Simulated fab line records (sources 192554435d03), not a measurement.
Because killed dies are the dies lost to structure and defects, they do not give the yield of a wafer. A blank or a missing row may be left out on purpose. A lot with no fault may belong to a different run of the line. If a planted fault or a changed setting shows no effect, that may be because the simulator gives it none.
Split-lot trial | flow n5_finfet | 7 lots, 21 wafers read, on a route of 1938 steps

## THE SPLIT ITSELF
At N5_BEOL_M3_ILD_DEP_00 (deposits SiOC from DEMS/O2, target thk 79 nm, time 15.3 s), the setting time_s was moved away from the recipe's 15.3 s on 6 of the 21 wafers read, by -14.1% to +6.1%. For the rest of the wafers, this setting stayed at what the recipe calls for.

The file shows no step between the split and the reading.

## THE READING
M3_ILD_THK in nanometres, read at N5_BEOL_M3_THK_MEAS_01. A value of 78.7 nm with a standard deviation of 1.1 nm is what fault-free wafers of this fab line usually give.

wafer  | tool, chamber at the split | time_s as run, s | against the recipe | M3_ILD_THK, nm | against lot-mates on the recipe
L074.3 | pecvd-01, 2                | 15.3             | recipe             | 79.0           | -
L074.5 | pecvd-01, 2,1              | 15.3             | recipe             | 79.8           | -
L074.6 | pecvd-01, 2,1              | 15.3             | recipe             | 79.7           | -
L081.1 | pecvd-04, 0                | 15.3             | recipe             | 79.7           | -
L081.2 | pecvd-04, 2                | 15.3             | recipe             | 78.0           | -
L081.6 | pecvd-04, 0                | 15.3             | recipe             | 80.9           | -
L082.2 | pecvd-03, 1                | 13.77            | -10.0%             | 71.5           | -8.7
L082.3 | pecvd-03, 0                | 13.77            | -10.0%             | 68.8           | -11.4
L082.4 | pecvd-03, 1                | 15.3             | recipe             | 80.2           | -
L089.2 | pecvd-01, 2                | 15.3             | recipe             | 78.2           | -
L089.4 | pecvd-01, 2                | 15.3             | recipe             | 79.4           | -
L089.6 | pecvd-01, 1                | 15.3             | recipe             | 79.7           | -
L092.1 | pecvd-01, 2                | 15.3             | recipe             | 79.8           | -
L092.3 | pecvd-01, 0                | 15.3             | recipe             | 77.8           | -
L092.5 | pecvd-01, 0                | 13.84            | -9.5%              | 71.9           | -6.9
L093.2 | pecvd-04, 2                | 15.3             | recipe             | 78.5           | -
L093.4 | pecvd-04, 0                | 16.23            | +6.1%              | 84.6           | +6.5
L093.6 | pecvd-04, 1                | 15.3             | recipe             | 77.6           | -
L096.1 | pecvd-03, 2                | 13.14            | -14.1%             | 67.6           | -14.0
L096.5 | pecvd-03, 2                | 13.14            | -14.1%             | 68.5           | -13.1
L096.6 | pecvd-03, 1                | 15.3             | recipe             | 81.6           | -
If several chambers appear in one row, that row covers several wafers at once and the file leaves open which wafer was in which chamber.

THE FIT
A straight line over all 21 wafers: M3_ILD_THK changes by +0.832 nm for each +1% of time_s; r = +0.97; the points scatter about the line by 1.1 nm.
The same after taking each lot's own level away (the mean of its wafers on the recipe; 21 wafers): +0.955 nm for each +1%; r = +0.98; scatter 0.98 nm.
Per that fit: largest time_s move, reading shift of 13 nm.
The lots' own levels span 78.05 to 81.60 nm, that is 3.2 times the standard deviation above.
So the lot-to-lot level changes the slope: the two fits differ.
Check: with one of the wafers moved furthest among these (-14.1%) left out of the fit, the line predicts -13.2 nm for it against its lot-mates. It came out at -14 nm against them.

## OTHER SPLITS APPLIED TO THESE WAFERS
Before the reading, these wafers also passed through other splits. Each is held against what the fit with the lots' levels taken away leaves over:
other split on the same wafers            | wafers away from the commonest value | r with M3_ILD_THK (lot level and that fit taken away)
N5_BEOL_M0_SAQP_SPACER1_ALD_98 ald_cycles | 6                                    | +0.04
N5_BEOL_M0_SAQP_ETCH_106 target_depth_a   | 10                                   | +0.16
N5_BEOL_M0_ETCH_128 source_w              | 3                                    | -0.10
N5_BEOL_M1_ETCH_64 bias_w                 | 7                                    | -0.24
N5_BEOL_M2_ETCH_64 bias_w                 | 11                                   | -0.07
N5_BEOL_M2_COAT_22 spin_rpm               | 9                                    | -0.31

## THE WHOLE CHAIN: every reading that the file lists as answering this split, in the file's order
step                   | what it does                                              | reading                                                                            | change (the file's fit)               | r (the file's)
N5_BEOL_M3_ILD_DEP_00  | deposits SiOC from DEMS/O2, target thk 79 nm, time 15.3 s | SiOC_of_BEOL_M3_ILD_DEP_00.thk_nm (the simulator's own value, which no gauge read) | +0.935 nm for each +1% of the setting | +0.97
N5_BEOL_M3_THK_MEAS_01 |                                                           | M3_ILD_THK                                                                         | +0.931 for each +1% of the setting    | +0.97

## THE FILE'S OWN FIT
M3_ILD_THK changes by +0.931 nm for each +1% of time_s, r = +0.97.
